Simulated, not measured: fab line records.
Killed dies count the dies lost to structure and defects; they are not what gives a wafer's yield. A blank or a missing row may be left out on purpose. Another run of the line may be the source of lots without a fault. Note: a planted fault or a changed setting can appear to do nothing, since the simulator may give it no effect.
fab line records ; flow n5Finfet
record: lots: 7; wafers: 39
route steps=1938 shown ZERO_LAYER@4 WELL_APT@26 SD_EPI_N@279 HKMG_FIN@429 GATE_CUT@490 BEOL_M1@754 BEOL_M2@916 BEOL_M4@1021 BEOL_M5@1160 BEOL_M7@1299 BEOL_M9@1401 BEOL_M12@1637 BEOL_M13@1694 MIM_BOT_ETCH@1866 PASSIVATION@1936
startH: hours from the record's opening day to when the first of the lot's shown wafers began ; waitH: hours since the lot's step before ; " repeats the value in the row above ; L1.1+2: a single row standing in for several wafers ; - either no value or no given start ; * or withheld: withheld ; < > ~ a bound
route shown NAME@n: a module of which the file shows steps, and the number in the route of the first ; usual: average and standard deviation across the fault-free wafers ; same: alike in all rows ; chamber/n: place in a boat ; sites: each site's reading ; _std_site: the values' standard deviation ; _edge_site: outer sites' mean less inner sites' ; radiusMm: for every site, how far away it sits from the centre of the wafer ; mask NAME#n: copy n ; behind: the tool/chamber that last shaped the wafer ; hold: reason for holding the lot/hours on hold/outcome of the hold ; device: whichever transistor did not switch (one of n, p or np) ; end of line: the tests these same wafers got at the end of their route ; step lacking rows: just its recipe ; killed: not the wafer's yield, but the dies lost to structure and defects at the first sort ; map: dies across one wafer; x = killed, . = not, _ = none there
set.NAME: setting as actually run; set.NAME@STEP: the setting as run at that earlier step ; model.NAME: the simulator's own value behind a step, which no gauge read
lots with deliberately changed settings; one table per step, one row per wafer
== steps ==
step: N5_ZERO_LAYER_PECVD_02
recipe: material: SiO2; targetThkA: 100; tempC: 400; precursor: SiH4/N2O; pressureTorr: 0.75; rfW: 275; timeS: 6
step: N5_WELL_APT_DEVELOP_07
recipe: developTimeS: 45; rinseLiquid: surfactantRinse; dry: airSpin; devTempC: 21
step: N5_SD_EPI_N_ETCH_16
recipe: chemistry: CHF3/O2; target: SiO2; targetDepthA: 50; maskMaterial: SOC; pressureMtorr: 30; sourceW: 650; biasW: 170; Ar_flow_sccm: 200; CHF3_flow_sccm: 50; O2_flow_sccm: 5; ionEnergyEv: 200
step: N5_HKMG_FIN_DEVELOP_11
recipe: developTimeS: 30; developer: TMAH; resist: CAR-ArF; devTempC: 23; rinseLiquid: diw; dry: airSpin
step: N5_GATE_CUT_DESCUM_18
recipe: chemistry: O2; timeS: 7; sourcePowerW: 50; biasPowerW: 20; pressureMtorr: 20; rfFrequencyHz: 2.712e+07; tempC: 40; resist: CAR-EUV; o2FlowSccm: 225
step: N5_BEOL_M1_HM_DEP_02
recipe: material: TiN; targetThkA: 200; tempC: 25; chamberPressurePa: 0.49996
step: N5_BEOL_M2_SPUTTER_92
recipe: material: Cu; targetThkA: 45; tempC: -20; chamberPressurePa: 0.07; powerW: withheld; timeS: 8.29
step: N5_BEOL_M4_ILD_DEP_00
recipe: material: SiOC; targetThkA: 790; tempC: 350; precursor: DEMS/O2; pressureTorr: 5; rfW: 500; timeS: 15.3
step: N5_BEOL_M5_TRENCH_ETCH_37
recipe: chemistry: C4F6/O2; targetDepthA: 716.52; target: SiCOH_lowk; timeS: 24.7; ionEnergyEv: 250; pressureMtorr: 30; sourceW: 345; biasW: 185; Ar_flow_sccm: 300; C4F6_flow_sccm: 10; O2_flow_sccm: 10
step: N5_BEOL_M7_DESCUM_33
step: N5_BEOL_M9_ILD_DEP_00
recipe: material: SiCOH_lowk; targetThkA: 3085.1; tempC: 300; precursor: DEMS/porogen; pressureTorr: 5; rfW: 500; timeS: 58
step: N5_BEOL_M12_ETCH_68
recipe: chemistry: N2/H2; target: SOC; maskMaterial: SiARC; sourceW: 3000; biasW: 350; tempC: 40; timeS: 285; ionEnergyEv: 200; pressureMtorr: 30; n2FlowSccm: 200; h2FlowSccm: 200
step: N5_BEOL_M13_ETCH_68
recipe: chemistry: N2/H2; target: SOC; maskMaterial: SiARC; sourceW: 3000; biasW: 350; tempC: 40; timeS: 355; ionEnergyEv: 200; pressureMtorr: 30; n2FlowSccm: 200; h2FlowSccm: 200
step: N5_MIM_BOT_ETCH_ETCH_04
recipe: chemistry: CF4/O2; target: SiNx; targetDepthA: 260; timeS: 13; ionEnergyEv: 100; pressureMtorr: 40; sourceW: 535; biasW: 49; Ar_flow_sccm: 100; cf4FlowSccm: 100; O2_flow_sccm: 10
step: N5_PASSIVATION_PROBE_49
usual: killed_at_M0_to_M3: 33/9.9
lot.wafer;tool;chamber;startH;waitH;set.timeS@ZERO_LAYER_PECVD_02;set.developTimeS@WELL_APT_DEVELOP_07;set.targetDepthA@SD_EPI_N_ETCH_16;set.developTimeS@HKMG_FIN_DEVELOP_11;set.timeS@GATE_CUT_DESCUM_18;set.targetThkA@BEOL_M1_HM_DEP_02;set.timeS@BEOL_M2_SPUTTER_92;set.timeS@BEOL_M4_ILD_DEP_00;set.timeS@BEOL_M5_TRENCH_ETCH_37;set.timeS@BEOL_M7_DESCUM_33;set.timeS@BEOL_M9_ILD_DEP_00;set.timeS@BEOL_M12_ETCH_68;set.timeS@BEOL_M13_ETCH_68;set.timeS@MIM_BOT_ETCH_ETCH_04;killed_at_M0_to_M3
L076.1;prober-02;-;299.44;0.0;6;45;50;30;7;200;8.29;21.86;11.06;4.944;92.46;285;282.3;16.61;50
L076.2;prober-02;-;299.49;0.1;6;45;50;30;7;200;5.629;21.86;24.7;7;58;285;282.3;16.61;49
L076.3;prober-02;-;299.54;0.1;6;45;50;30;7;200;8.29;15.3;11.06;7;92.46;285;282.3;13;37
L076.4;prober-02;-;299.59;0.2;6;45;59.86;30;7;200;8.29;15.3;24.7;4.944;58;285;355;13;41
L076.5;prober-02;-;299.64;0.2;6;45;59.86;30;7;200;5.629;15.3;11.06;4.944;58;285;355;13;48
L076.6;prober-02;-;299.69;0.3;6;45;59.86;30;7;200;5.629;21.86;24.7;7;92.46;285;355;16.61;56
L077.1;prober-01;-;302.87;0.0;6;45;32.73;30;7;314.7;8.29;18.27;24.7;7;89.25;435.1;355;10.32;1119
L077.2;prober-01;-;302.92;0.1;3.643;45;32.73;41.88;9.593;200;5.13;18.27;24.7;7;58;435.1;189.3;13;22
L077.3;prober-01;-;302.97;0.1;3.643;45;50;30;7;200;8.29;15.3;24.7;7;58;285;355;10.32;11
L077.4;prober-01;-;303.02;0.2;6;45;32.73;41.88;9.593;200;8.29;18.27;24.7;7;89.25;285;189.3;10.32;29
L077.5;prober-01;-;303.07;0.2;3.643;45;50;41.88;7;314.7;5.13;15.3;24.7;7;58;285;355;13;1069
L077.6;prober-01;-;303.12;0.3;6;45;50;30;9.593;314.7;5.13;15.3;24.7;7;89.25;435.1;189.3;13;1098
L080.1;prober-02;-;321.17;0.0;6;45;50;39.47;7;200;8.29;15.3;18.54;9.739;58;285;355;13;33
L080.2;prober-02;-;321.22;0.1;9.204;45;50;39.47;3.742;200;11.09;15.3;24.7;9.739;58;285;287.3;13;36
L080.3;prober-02;-;321.27;0.1;9.204;45;50;30;3.742;200;8.29;15.3;24.7;7;58;285;287.3;13;28
L080.4;prober-02;-;321.32;0.2;6;45;50;30;3.742;200;11.09;15.3;18.54;7;58;285;355;13;24
L080.5;prober-02;-;321.37;0.2;9.204;45;50;39.47;7;200;8.29;15.3;18.54;7;58;285;287.3;13;28
L080.6;prober-02;-;321.42;0.3;6;45;50;30;7;200;11.09;15.3;24.7;9.739;58;285;355;13;26
L084.1;prober-02;-;354.93;0.0;6;45;50;30;5.131;200;12.04;11.19;37.83;8.467;58;285;474.7;19.82;38
L084.2;prober-02;-;354.98;0.1;4.511;71.22;50;23.57;5.131;276.8;8.29;15.3;37.83;7;31.63;285;355;13;513
L084.3;prober-02;-;355.03;0.1;4.511;71.22;40.09;30;7;276.8;12.04;15.3;37.83;8.467;31.63;285;355;19.82;96
L084.4;prober-02;-;355.08;0.2;6;45;40.09;23.57;7;276.8;8.29;11.19;24.7;8.467;31.63;285;474.7;13;464
L084.5;prober-02;-;355.13;0.2;4.511;45;50;23.57;7;200;12.04;15.3;24.7;7;58;285;474.7;13;32
L084.6;prober-02;-;355.18;0.3;6;71.22;40.09;30;5.131;200;8.29;11.19;24.7;7;58;285;355;19.82;22
L086.1;prober-01;-;356.39;0.0;6;45;50;30;7;200;8.29;15.3;24.7;7;58;285;355;13;41
L086.2;prober-01;-;356.44;0.1;6;45;50;30;7;200;8.29;15.3;24.7;7;58;285;355;13;46
L086.3;prober-01;-;356.49;0.1;6;45;50;30;7;200;8.29;15.3;24.7;7;58;285;355;13;37
L093.1;prober-01;-;408.14;0.0;6;45;50;37.02;7;315.6;8.29;15.3;30.76;10.96;58;453.9;215.2;5.869;1065
L093.2;prober-01;-;408.19;0.1;6;70.9;50;37.02;8.753;200;8.29;15.3;30.76;7;28.67;285;355;5.869;25
L093.3;prober-01;-;408.24;0.1;2.792;45;50;37.02;7;200;3.651;8.705;30.76;10.96;28.67;285;215.2;13;29
L093.4;prober-01;-;408.29;0.2;2.792;70.9;50;30;8.753;315.6;3.651;8.705;24.7;7;58;453.9;355;13;957
L093.5;prober-01;-;408.34;0.2;2.792;45;50;30;8.753;200;3.651;15.3;24.7;10.96;28.67;453.9;355;13;29
L093.6;prober-01;-;408.39;0.3;6;70.9;50;30;7;315.6;8.29;8.705;24.7;7;58;285;215.2;5.869;1040
L095.1;prober-01;-;419.00;0.0;6;64.15;50;30;10.1;200;8.29;19.72;24.7;7;70.41;424.1;514.5;13;38
L095.2;prober-01;-;419.05;0.1;4.299;64.15;50;39.48;10.1;241.9;8.29;15.3;24.7;3.192;70.41;285;355;13;19
L095.3;prober-01;-;419.10;0.1;6;45;50;30;10.1;200;8.29;15.3;24.7;3.192;58;424.1;514.5;13;25
L095.4;prober-01;-;419.15;0.2;6;64.15;50;39.48;7;241.9;8.29;19.72;24.7;7;58;285;514.5;13;45
L095.5;prober-01;-;419.20;0.2;4.299;45;50;30;7;241.9;8.29;15.3;24.7;7;70.41;424.1;355;13;19
L095.6;prober-01;-;419.25;0.3;4.299;45;50;39.48;7;200;8.29;19.72;24.7;3.192;58;285;355;13;40
killed by level:class
L076.1 BEOL_M4:areaDep=1061 FIN_SAQP:geometricParticle:short=15 BEOL_M0_SAQP:geometricParticle:open=13 MOL_CONTACT_COAG:geometricParticle:open=12 BEOL_M0_SAQP:geometricParticle:short=10 BEOL_M2:geometricParticle:open=7 BEOL_M3:geometricParticle:open=7 BEOL_M1:geometricParticle:open=5
L076.2 BEOL_M4:areaDep=1050 BEOL_M2:geometricParticle:open=13 STI_FIN_REVEAL:geometricParticle:open=11 BEOL_M1:geometricParticle:open=10 MOL_CONTACT_COAG:geometricParticle:open=8 BEOL_M0_SAQP:geometricParticle:short=8 FIN_SAQP:geometricParticle:open=6 FIN_SAQP:geometricParticle:short=6
L076.3 BEOL_M9:areaEtch=759 BEOL_M5:areaEcd=334 BEOL_M2:geometricParticle:open=10 BEOL_M3:geometricParticle:open=9 BEOL_M1:geometricParticle:open=7 STI_FIN_REVEAL:geometricParticle:open=5 BEOL_M4:geometricParticle:open=5 FIN_SAQP:geometricParticle:open=4
L076.4 BEOL_M0_SAQP:geometricParticle:open=11 FIN_SAQP:geometricParticle:short=10 BEOL_M5:geometricParticle:open=10 MOL_CONTACT_COAG:geometricParticle:open=9 BEOL_M2:geometricParticle:open=8 DUMMY_GATE:geometricParticle:open=7 BEOL_M1:geometricParticle:open=7 FIN_SAQP:geometricParticle:open=4
L076.5 BEOL_M5:areaEcd=1076 BEOL_M0_SAQP:geometricParticle:short=13 BEOL_M2:geometricParticle:open=12 BEOL_M0_SAQP:geometricParticle:open=7 MOL_CONTACT_COAG:geometricParticle:open=5 BEOL_M3:geometricParticle:open=5 HKMG_FIN:areaEtch=5 BEOL_M4:geometricParticle:open=4
L076.6 BEOL_M4:areaDep=1068 BEOL_M0_SAQP:geometricParticle:open=19 BEOL_M0_SAQP:geometricParticle:short=12 MOL_CONTACT_COAG:geometricParticle:open=11 BEOL_M2:geometricParticle:open=10 STI_FIN_REVEAL:geometricParticle:open=6 BEOL_M1:geometricParticle:open=5 BEOL_M3:geometricParticle:open=5
L077.1 BEOL_M1:areaOpen=1097 FIN_SAQP:geometricParticle:short=9 MOL_CONTACT_COAG:geometricParticle:open=7 BEOL_M0_SAQP:geometricParticle:short=6 BEOL_M1:geometricParticle:open=6 BEOL_M4:geometricParticle:short=6 BEOL_M4:geometricParticle:open=6 DUMMY_GATE:geometricParticle:open=5
L077.2 MOL_CONTACT_COAG:geometricParticle:open=11 BEOL_M4:geometricParticle:open=11 BEOL_M0_SAQP:geometricParticle:open=7 BEOL_M4:geometricParticle:short=6 BEOL_M0_SAQP:geometricParticle:short=4 BEOL_M3:geometricParticle:short=4 BEOL_M8:geometricParticle:open=3 FIN_SAQP:geometricParticle:open=2
L077.3 FIN_SAQP:geometricParticle:open=9 FIN_SAQP:geometricParticle:short=9 MOL_CONTACT_COAG:geometricParticle:open=9 GATE_CUT:geometricParticle:short=6 STI_FIN_REVEAL:geometricParticle:open=5 DUMMY_GATE:geometricParticle:open=5 BEOL_M3:geometricParticle:open=4 MOL_CONTACT_COAG:geometricParticle:short=3
L077.4 BEOL_M9:areaEtch=1088 BEOL_M4:geometricParticle:open=11 FIN_SAQP:geometricParticle:short=7 STI_FIN_REVEAL:geometricParticle:open=7 FIN_SAQP:geometricParticle:open=6 BEOL_M2:geometricParticle:open=6 BEOL_M2:geometricParticle:short=5 BEOL_M0_SAQP:geometricParticle:short=4
L077.5 BEOL_M1:areaOpen=1035 MOL_CONTACT_COAG:geometricParticle:open=18 BEOL_M4:geometricParticle:open=8 FIN_SAQP:geometricParticle:short=7 MOL_CONTACT_COAG:geometricParticle:short=7 BEOL_M0_SAQP:geometricParticle:short=7 DUMMY_GATE:geometricParticle:open=6 BEOL_M1:geometricParticle:open=6
L077.6 BEOL_M1:areaOpen=1066 BEOL_M4:geometricParticle:open=14 FIN_SAQP:geometricParticle:short=10 FIN_SAQP:geometricParticle:open=9 BEOL_M1:geometricParticle:open=8 BEOL_M4:geometricParticle:short=8 BEOL_M0_SAQP:geometricParticle:open=7 BEOL_M0_SAQP:geometricParticle:short=7
L080.1 FIN_SAQP:geometricParticle:open=17 FIN_SAQP:geometricParticle:short=14 MOL_CONTACT_COAG:geometricParticle:open=14 BEOL_M5:geometricParticle:open=9 BEOL_M2:geometricParticle:open=8 BEOL_M0_SAQP:geometricParticle:open=7 BEOL_M5:areaEcd=7 GATE_CUT:geometricParticle:short=6
L080.2 FIN_SAQP:geometricParticle:open=15 FIN_SAQP:geometricParticle:short=15 BEOL_M0_SAQP:geometricParticle:short=13 MOL_CONTACT_COAG:geometricParticle:open=12 BEOL_M0_SAQP:geometricParticle:open=10 DUMMY_GATE:geometricParticle:open=8 STI_FIN_REVEAL:geometricParticle:open=6 BEOL_M2:geometricParticle:open=5
L080.3 FIN_SAQP:geometricParticle:short=11 STI_FIN_REVEAL:geometricParticle:open=10 MOL_CONTACT_COAG:geometricParticle:open=9 GATE_CUT:geometricParticle:short=6 BEOL_M5:geometricParticle:open=6 BEOL_M1:geometricParticle:open=6 HKMG_FIN:areaEtch=6 BEOL_M0_SAQP:geometricParticle:open=5
L080.4 FIN_SAQP:geometricParticle:open=16 MOL_CONTACT_COAG:geometricParticle:open=15 BEOL_M0_SAQP:geometricParticle:short=7 BEOL_M0_SAQP:geometricParticle:open=7 BEOL_M5:areaEcd=7 BEOL_M4:geometricParticle:open=6 STARTING-WAFER:geometricParticle:open=4 FIN_SAQP:geometricParticle:short=4
L080.5 MOL_CONTACT_COAG:geometricParticle:open=18 FIN_SAQP:geometricParticle:open=9 BEOL_M2:geometricParticle:open=8 FIN_SAQP:geometricParticle:short=7 BEOL_M1:geometricParticle:open=7 GATE_CUT:geometricParticle:open=6 BEOL_M0_SAQP:geometricParticle:short=6 BEOL_M5:areaEcd=6
L080.6 MOL_CONTACT_COAG:geometricParticle:open=18 FIN_SAQP:geometricParticle:open=12 FIN_SAQP:geometricParticle:short=9 BEOL_M0_SAQP:geometricParticle:open=8 BEOL_M5:geometricParticle:open=7 BEOL_M2:geometricParticle:open=5 BEOL_M0_SAQP:geometricParticle:short=4 BEOL_M1:geometricParticle:open=4
L084.1 BEOL_M5:areaEtch=322 BEOL_M4:areaDep=32 STI_FIN_REVEAL:geometricParticle:open=27 MOL_CONTACT_COAG:geometricParticle:open=14 BEOL_M0_SAQP:geometricParticle:short=14 BEOL_M0_SAQP:geometricParticle:open=13 FIN_SAQP:geometricParticle:open=5 STI_FIN_REVEAL:geometricParticle:short=5
L084.2 BEOL_M1:areaOpen=486 BEOL_M5:areaEtch=407 BEOL_M9:areaDep=142 MOL_CONTACT_COAG:geometricParticle:open=15 BEOL_M2:geometricParticle:open=8 FIN_SAQP:geometricParticle:open=7 BEOL_M3:geometricParticle:open=7 STI_FIN_REVEAL:geometricParticle:open=5
L084.3 BEOL_M9:areaDep=883 BEOL_M5:areaEtch=93 BEOL_M1:areaOpen=65 STI_FIN_REVEAL:geometricParticle:open=19 FIN_SAQP:geometricParticle:open=8 MOL_CONTACT_COAG:geometricParticle:open=7 BEOL_M0_SAQP:geometricParticle:open=7 BEOL_M1:geometricParticle:open=6
L084.4 BEOL_M9:areaDep=549 BEOL_M1:areaOpen=419 BEOL_M4:areaDep=34 STI_FIN_REVEAL:geometricParticle:open=14 MOL_CONTACT_COAG:geometricParticle:open=12 BEOL_M0_SAQP:geometricParticle:open=10 BEOL_M2:geometricParticle:open=9 BEOL_M0_SAQP:geometricParticle:short=8
L084.5 STI_FIN_REVEAL:geometricParticle:open=12 BEOL_M2:geometricParticle:open=9 FIN_SAQP:geometricParticle:open=8 MOL_CONTACT_COAG:geometricParticle:open=8 FIN_SAQP:geometricParticle:short=7 GATE_CUT:geometricParticle:short=6 BEOL_M3:geometricParticle:open=6 BEOL_M0_SAQP:geometricParticle:short=4
L084.6 BEOL_M4:areaDep=32 MOL_CONTACT_COAG:geometricParticle:open=19 FIN_SAQP:geometricParticle:open=12 FIN_SAQP:geometricParticle:short=10 BEOL_M3:geometricParticle:open=9 BEOL_M7:geometricParticle:open=7 GATE_CUT:geometricParticle:short=6 BEOL_M5:geometricParticle:open=5
L086.1 FIN_SAQP:geometricParticle:short=16 MOL_CONTACT_COAG:geometricParticle:open=15 BEOL_M0_SAQP:geometricParticle:short=10 FIN_SAQP:geometricParticle:open=9 BEOL_M2:geometricParticle:open=8 BEOL_M4:geometricParticle:open=7 BEOL_M0_SAQP:geometricParticle:open=5 BEOL_M0:geometricParticle:open=5
L086.2 MOL_CONTACT_COAG:geometricParticle:open=14 BEOL_M1:geometricParticle:open=14 FIN_SAQP:geometricParticle:open=8 STI_FIN_REVEAL:geometricParticle:open=8 BEOL_M0_SAQP:geometricParticle:open=7 MOL_CONTACT_COAG:geometricParticle:short=7 BEOL_M0_SAQP:geometricParticle:short=7 BEOL_M4:geometricParticle:open=6
L086.3 MOL_CONTACT_COAG:geometricParticle:open=11 GATE_CUT:geometricParticle:short=9 FIN_SAQP:geometricParticle:open=8 BEOL_M0_SAQP:geometricParticle:short=8 FIN_SAQP:geometricParticle:short=7 MOL_CONTACT_COAG:geometricParticle:short=7 BEOL_M1:geometricParticle:open=7 BEOL_M0_SAQP:geometricParticle:open=6
L093.1 BEOL_M1:areaOpen=1034 MIM_BOT_ETCH:areaEtch=32 FIN_SAQP:geometricParticle:short=16 FIN_SAQP:geometricParticle:open=9 MOL_CONTACT_COAG:geometricParticle:open=8 BEOL_M0_SAQP:geometricParticle:open=8 BEOL_M0_SAQP:geometricParticle:short=7 STI_FIN_REVEAL:geometricParticle:open=6
L093.2 BEOL_M9:areaDep=1067 MIM_BOT_ETCH:areaEtch=16 DUMMY_GATE:geometricParticle:open=10 FIN_SAQP:geometricParticle:short=8 BEOL_M0_SAQP:geometricParticle:short=8 FIN_SAQP:geometricParticle:open=6 BEOL_M0_SAQP:geometricParticle:open=5 BEOL_M5:geometricParticle:short=4
L093.3 BEOL_M4:areaDep=1074 FIN_SAQP:geometricParticle:open=12 BEOL_M1:geometricParticle:open=10 STI_FIN_REVEAL:geometricParticle:open=9 BEOL_M4:geometricParticle:open=8 FIN_SAQP:geometricParticle:short=7 MOL_CONTACT_COAG:geometricParticle:open=7 DUMMY_GATE:geometricParticle:open=6
L093.4 BEOL_M1:areaOpen=917 BEOL_M4:areaDep=126 FIN_SAQP:geometricParticle:open=26 BEOL_M0_SAQP:geometricParticle:short=11 BEOL_M5:geometricParticle:open=10 BEOL_M1:geometricParticle:open=8 BEOL_M3:geometricParticle:open=7 BEOL_M4:geometricParticle:open=7
L093.5 BEOL_M9:areaDep=1056 FIN_SAQP:geometricParticle:open=20 BEOL_M2:geometricParticle:open=10 FIN_SAQP:geometricParticle:short=8 BEOL_M0_SAQP:geometricParticle:short=6 BEOL_M1:geometricParticle:open=6 STI_FIN_REVEAL:geometricParticle:short=5 BEOL_M4:geometricParticle:open=5
L093.6 BEOL_M1:areaOpen=1010 BEOL_M4:areaDep=83 FIN_SAQP:geometricParticle:open=12 BEOL_M1:geometricParticle:open=10 BEOL_M0_SAQP:geometricParticle:short=8 FIN_SAQP:geometricParticle:short=6 BEOL_M0_SAQP:geometricParticle:open=6 DUMMY_GATE:geometricParticle:open=5
L095.1 BEOL_M4:areaDep=92 STI_FIN_REVEAL:geometricParticle:open=13 BEOL_M3:geometricParticle:open=12 MOL_CONTACT_COAG:geometricParticle:open=10 BEOL_M2:geometricParticle:open=9 BEOL_M3:geometricParticle:short=6 BEOL_M4:geometricParticle:open=6 DUMMY_GATE:geometricParticle:open=5
L095.2 STI_FIN_REVEAL:geometricParticle:open=13 FIN_SAQP:geometricParticle:open=7 MOL_CONTACT_COAG:geometricParticle:open=7 GATE_CUT:geometricParticle:short=4 BEOL_M2:geometricParticle:open=4 FIN_SAQP:geometricParticle:short=3 BEOL_M4:geometricParticle:open=3 ILD0:geometricParticle:short=3
L095.3 GATE_CUT:geometricParticle:short=10 STI_FIN_REVEAL:geometricParticle:open=9 FIN_SAQP:geometricParticle:open=8 MOL_CONTACT_COAG:geometricParticle:open=8 DUMMY_GATE:geometricParticle:open=7 BEOL_M0_SAQP:geometricParticle:short=7 BEOL_M0_SAQP:geometricParticle:open=6 FIN_SAQP:geometricParticle:short=5
L095.4 BEOL_M4:areaDep=81 STI_FIN_REVEAL:geometricParticle:open=13 BEOL_M0_SAQP:geometricParticle:open=9 BEOL_M1:geometricParticle:open=8 BEOL_M0_SAQP:geometricParticle:short=7 BEOL_M3:geometricParticle:open=7 BEOL_M4:geometricParticle:open=7 BEOL_M2:geometricParticle:open=6
L095.5 STI_FIN_REVEAL:geometricParticle:open=14 MOL_CONTACT_COAG:geometricParticle:open=7 FIN_SAQP:geometricParticle:open=4 DUMMY_GATE:geometricParticle:open=4 BEOL_M0_SAQP:geometricParticle:open=4 BEOL_M1:geometricParticle:open=4 BEOL_M3:geometricParticle:open=3 BEOL_M4:geometricParticle:open=3
L095.6 BEOL_M4:areaDep=81 STI_FIN_REVEAL:geometricParticle:open=15 MOL_CONTACT_COAG:geometricParticle:open=11 BEOL_M0_SAQP:geometricParticle:short=10 BEOL_M0_SAQP:geometricParticle:open=10 FIN_SAQP:geometricParticle:open=6 BEOL_M3:geometricParticle:open=6 FIN_SAQP:geometricParticle:short=5
== key ==
split: step: N5_ZERO_LAYER_PECVD_02; setting: timeS; statedAs: 6
response none clear
split: step: N5_WELL_APT_DEVELOP_07; setting: developTimeS; statedAs: 45
response none clear
split: step: N5_SD_EPI_N_ETCH_16; setting: targetDepthA; statedAs: 50
response none clear
split: step: N5_HKMG_FIN_DEVELOP_11; setting: developTimeS; statedAs: 30
response none clear
split: step: N5_GATE_CUT_DESCUM_18; setting: timeS; statedAs: 7
response none clear
split: step: N5_BEOL_M1_HM_DEP_02; setting: targetThkA; statedAs: 200
response: step: N5_PASSIVATION_PROBE_49; reading: killed_at_M0_to_M3; slope: +14.3; per: 1%; togetherWith: all; explained: 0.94
split: step: N5_BEOL_M2_SPUTTER_92; setting: timeS; statedAs: 8.29
response none clear
split: step: N5_BEOL_M4_ILD_DEP_00; setting: timeS; statedAs: 15.3
response none clear
split: step: N5_BEOL_M5_TRENCH_ETCH_37; setting: timeS; statedAs: 24.7
response none clear
split: step: N5_BEOL_M7_DESCUM_33; setting: timeS; statedAs: 7
response none clear
split: step: N5_BEOL_M9_ILD_DEP_00; setting: timeS; statedAs: 58
response none clear
split: step: N5_BEOL_M12_ETCH_68; setting: timeS; statedAs: 285
response none clear
split: step: N5_BEOL_M13_ETCH_68; setting: timeS; statedAs: 355
response none clear
split: step: N5_MIM_BOT_ETCH_ETCH_04; setting: timeS; statedAs: 13
response none clear
